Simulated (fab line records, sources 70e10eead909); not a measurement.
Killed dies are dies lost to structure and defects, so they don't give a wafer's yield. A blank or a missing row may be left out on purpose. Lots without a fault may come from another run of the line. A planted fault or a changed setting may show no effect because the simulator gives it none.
Which tool did it? | flow nand_harc | 14 lots, 42 wafers sampled, at 4 steps of a route of 1159

WHAT THE GAUGES READ, wafer by wafer
The record holds no reading of a measuring or inspecting step that can be judged against a usual standard deviation.

WHICH TOOL RAN EACH LOT (tool, then ch and the chambers of the sampled wafers, then the start)
lot  | NHARC_P_M1_PVD_21                       | NHARC_P_M1_CMP_23             | NHARC_P_M1_PRE_CLEAN_32         | NHARC_P_M2_ETCH_35
L848 | pvd_sputter-01, day 6 15:44 or earlier  | cmp-01 ch 2,3, day 6 15:44    | pecvd-03 ch 0,2, day 6 16:19    | rie_diel-06 ch 1,2,3, day 6 17:53
L850 | pvd_sputter-02, day 6 19:10 or earlier  | cmp-02 ch 0,1,2, day 6 19:10  | pecvd-02 ch 0,2, day 6 19:45    | rie_diel-06 ch 0,1,3, day 6 21:22
L851 | pvd_sputter-02, day 6 20:09 or earlier  | cmp-04 ch 0,1,3, day 6 20:09  | pecvd-03 ch 0,1, day 6 20:54    | rie_diel-08 ch 1,2,3, day 6 22:44
L849 | pvd_sputter-02, day 7 02:52 or earlier  | cmp-04 ch 0,1, day 7 02:52    | pecvd-03 ch 0,1,2, day 7 03:22  | rie_diel-06 ch 0,1,3, day 7 05:00
L852 | pvd_sputter-03, day 7 08:46 or earlier  | cmp-02 ch 0,1,2, day 7 08:46  | pecvd-03 ch 0,1,2, day 7 09:17  | rie_diel-06 ch 0,2,3, day 7 10:52
L856 | pvd_sputter-02, day 8 10:30 or earlier  | cmp-02 ch 1,2,3, day 8 10:30  | pecvd-03 ch 1,2, day 8 11:02    | rie_diel-06 ch 0,1,3, day 8 12:38
L857 | pvd_sputter-02, day 8 11:23 or earlier  | cmp-02 ch 1,2,3, day 8 11:23  | pecvd-01 ch 0,1,2, day 8 11:56  | rie_diel-06 ch 1,2,3, day 8 13:32
L862 | pvd_sputter-03, day 10 04:34 or earlier | cmp-04 ch 0,3, day 10 04:34   | pecvd-01 ch 0,1,2, day 10 05:08 | rie_diel-06 ch 0,3, day 10 06:41
L863 | pvd_sputter-03, day 10 05:48 or earlier | cmp-01 ch 0,2,3, day 10 05:48 | pecvd-01 ch 0,1,2, day 10 06:21 | rie_diel-08 ch 1,2, day 10 07:59
L866 | pvd_sputter-03, day 10 21:26 or earlier | cmp-04 ch 2,3, day 10 21:26   | pecvd-03 ch 1,2, day 10 22:06   | rie_diel-06 ch 0,1,2, day 10 23:40
L865 | pvd_sputter-01, day 10 21:56 or earlier | cmp-02 ch 0,2,3, day 10 21:56 | pecvd-03 ch 0,1,2, day 10 22:32 | rie_diel-06 ch 0,1,3, day 11 00:01
L867 | pvd_sputter-01, day 10 23:34 or earlier | cmp-02 ch 0,1,3, day 10 23:34 | pecvd-02 ch 0,1,2, day 11 00:08 | rie_diel-08 ch 0,1,3, day 11 01:37
L868 | pvd_sputter-02, day 11 06:49 or earlier | cmp-01 ch 0,3, day 11 06:49   | pecvd-03 ch 1,2, day 11 07:25   | rie_diel-10 ch 1,2,3, day 11 09:08
L870 | pvd_sputter-01, day 11 23:20 or earlier | cmp-02 ch 2,3, day 11 23:20   | pecvd-01 ch 0,1,2, day 11 23:50 | rie_diel-10 ch 0,1, day 12 01:25
- NHARC_P_M1_PVD_21: deposits Cu, target thk 30 nm, time 20.49 s.
- NHARC_P_M1_CMP_23: polishes, t overpolish 20 s, target thk 157.82 nm.
- NHARC_P_M1_PRE_CLEAN_32: time 12 s.
- NHARC_P_M2_ETCH_35: etches the open film in N2/H2, target depth 40 nm, overetch 12 nm, time 43.94 s.

WHAT THE TOOLS THEMSELVES READ (means of the sampled wafers that have a number; where no wafer has one, the mark that the record gives instead)
NHARC_P_M1_PVD_21. Usual: cathode_dc_power_W 5000.1 W, standard deviation 0.87; throttle_valve_pct 29.2 %, standard deviation 1.1.
lot  | tool           | cathode_dc_power_W (W) | throttle_valve_pct (%) | flag
L848 | pvd_sputter-01 | 5000.7                 | 29.3                   |
L850 | pvd_sputter-02 | 4999.8                 | 29.1                   |
L851 | pvd_sputter-02 | 4999.9                 | 28.9                   |
L849 | pvd_sputter-02 | 4999.5                 | 28.8                   |
L852 | pvd_sputter-03 | 4999.8                 | 28.6                   |
L856 | pvd_sputter-02 | 5000.2                 | 29.0                   |
L857 | pvd_sputter-02 | 4999.3                 | 29.6                   |
L862 | pvd_sputter-03 | 4999.6                 | 28.6                   |
L863 | pvd_sputter-03 | 4999.6                 | 28.6                   |
L866 | pvd_sputter-03 | 4999.5                 | 29.6                   |
L865 | pvd_sputter-01 | 5001.1                 | 29.2                   |
L867 | pvd_sputter-01 | 5000.8                 | 29.4                   |
L868 | pvd_sputter-02 | 5000.0                 | 29.6                   |
L870 | pvd_sputter-01 | 5000.6                 | 29.2                   |

NHARC_P_M1_CMP_23. Usual: motor_current_A 11.4 A, standard deviation 1.2; time_to_endpoint_s 27.8 s, standard deviation 2.4.
lot  | tool   | motor_current_A (A) | time_to_endpoint_s (s) | flag
L848 | cmp-01 | 11.9                | 30.4                   |
L850 | cmp-02 | 11.4                | 26.1                   |
L851 | cmp-04 | 11.3                | 30.1                   |
L849 | cmp-04 | 10.8                | 26.7                   |
L852 | cmp-02 | 11.6                | 25.8                   |
L856 | cmp-02 | 11.3                | 24.8                   |
L857 | cmp-02 | 11.4                | 25.6                   |
L862 | cmp-04 | 10.0                | 28.0                   |
L863 | cmp-01 | 12.1                | 26.0                   |
L866 | cmp-04 | 11.4                | 28.2                   |
L865 | cmp-02 | 11.4                | 27.8                   |
L867 | cmp-02 | 10.3                | 29.8                   |
L868 | cmp-01 | 11.5                | 27.9                   |
L870 | cmp-02 | 11.5                | 26.0                   |

NHARC_P_M1_PRE_CLEAN_32. Usual: heater_power_outer_w 375 W, standard deviation 61; heater_power_w 649 W, standard deviation 89.
lot  | tool     | heater_power_outer_w (W) | heater_power_w (W) | flag
L848 | pecvd-03 | 382                      | 650                |
L850 | pecvd-02 | 323                      | 552                |
L851 | pecvd-03 | 412                      | 668                |
L849 | pecvd-03 | 433                      | 715                |
L852 | pecvd-03 | 414                      | 690                |
L856 | pecvd-03 | 410                      | 691                |
L857 | pecvd-01 | 335                      | 623                |
L862 | pecvd-01 | 320                      | 593                |
L863 | pecvd-01 | 349                      | 641                |
L866 | pecvd-03 | 427                      | 729                |
L865 | pecvd-03 | 411                      | 699                |
L867 | pecvd-02 | 353                      | 595                |
L868 | pecvd-03 | 430                      | 720                |
L870 | pecvd-01 | 349                      | 632                |

NHARC_P_M2_ETCH_35. Usual: bias_w 150.0 W, standard deviation 0.48; chamber_pressure_mTorr 30.000 mTorr, standard deviation 0.027; drypump_motor_current_A 5.8 A, standard deviation 0.34; h2_flow_sccm 149.9 sccm, standard deviation 0.46; n2_flow_sccm 150.0 sccm, standard deviation 0.46; oes_product_au 1.005 a.u., standard deviation 0.01; rf_vpp_V 430.3 V, standard deviation 2.1; showerhead_plenum_p_Torr 2.03 Torr, standard deviation 0.07; throttle_valve_pct 14.172 %, standard deviation 0.0089.
lot  | tool        | bias_w (W) | chamber_pressure_mTorr (mTorr) | drypump_motor_current_A (A) | h2_flow_sccm (sccm) | n2_flow_sccm (sccm) | oes_product_au (a.u.) | rf_vpp_V (V) | showerhead_plenum_p_Torr (Torr) | throttle_valve_pct (%) | flag
L848 | rie_diel-06 | 149.7      | 29.997                         | 5.8                         | 150.4               | 150.2               | 1.009                 | 429.7        | 2.03                            | 14.173                 |
L850 | rie_diel-06 | 149.4      | 29.989                         | 5.8                         | 149.7               | 150.0               | 1.014                 | 429.8        | 2.00                            | 14.167                 |
L851 | rie_diel-08 | 149.8      | 30.004                         | 6.0                         | 150.1               | 149.8               | 1.008                 | 430.4        | 2.04                            | 14.173                 |
L849 | rie_diel-06 | 150.5      | 29.998                         | 5.8                         | 149.4               | 150.5               | 1.004                 | 429.0        | 2.00                            | 14.179                 |
L852 | rie_diel-06 | 149.7      | 30.024                         | 5.6                         | 149.9               | 150.2               | 1.002                 | 430.1        | 2.02                            | 14.161                 |
L856 | rie_diel-06 | -          | -                              | -                           | -                   | -                   | -                     | -            | -                               | -                      | OFF
L857 | rie_diel-06 | -          | -                              | -                           | -                   | -                   | -                     | -            | -                               | -                      | OFF
L862 | rie_diel-06 | 150.2      | 29.980                         | 5.5                         | 149.6               | 149.5               | 0.998                 | 428.6        | 1.97                            | 14.174                 |
L863 | rie_diel-08 | 150.0      | 30.004                         | 6.0                         | 150.3               | 150.0               | 1.006                 | 428.8        | 1.99                            | 14.172                 |
L866 | rie_diel-06 | 149.5      | 30.008                         | 5.9                         | 150.0               | 150.3               | 1.007                 | 430.8        | 2.05                            | 14.177                 |
L865 | rie_diel-06 | 149.6      | 30.022                         | 5.8                         | 150.0               | 149.9               | 1.010                 | 429.8        | 2.00                            | 14.176                 |
L867 | rie_diel-08 | 150.1      | 30.020                         | 5.9                         | 150.0               | 150.0               | 1.007                 | 432.0        | 2.08                            | 14.176                 |
L868 | rie_diel-10 | 149.8      | 29.957                         | 5.4                         | 149.7               | 149.9               | 0.997                 | 430.4        | 2.03                            | 14.176                 |
L870 | rie_diel-10 | 150.1      | 29.998                         | 5.6                         | 149.8               | 150.4               | 0.995                 | 429.1        | 2.00                            | 14.167                 |

THE ANSWER, worked out from the rows above alone
Rule: a lot is off if the mean of its wafers that have a number lies more than 3 standard deviations from the usual mean. A lot without any number at a reading at which 4 lots or more have one is off too. The other lots that the step has rows for count as sound. The gauges are gone through in route order, then the tools' own readings, and for those a lot's mean is taken as printed above. The first step at which some lot is off is used, and at that step the reading that is off furthest; a lot without a number counts as furthest.
Off: L856, L857, at NHARC_P_M2_ETCH_35 (bias_w). Without a number there: L856, L857.
A tool fits if, at that step or a process step before it, it ran every lot that is off, and no sound lot after the first of them. NHARC_P_M1_PVD_21 gives no start for some lots, so the hours and the order of its lots are those of NHARC_P_M1_CMP_23. None of those tried fits.

WHAT THE SIMULATOR HAD PUT IN
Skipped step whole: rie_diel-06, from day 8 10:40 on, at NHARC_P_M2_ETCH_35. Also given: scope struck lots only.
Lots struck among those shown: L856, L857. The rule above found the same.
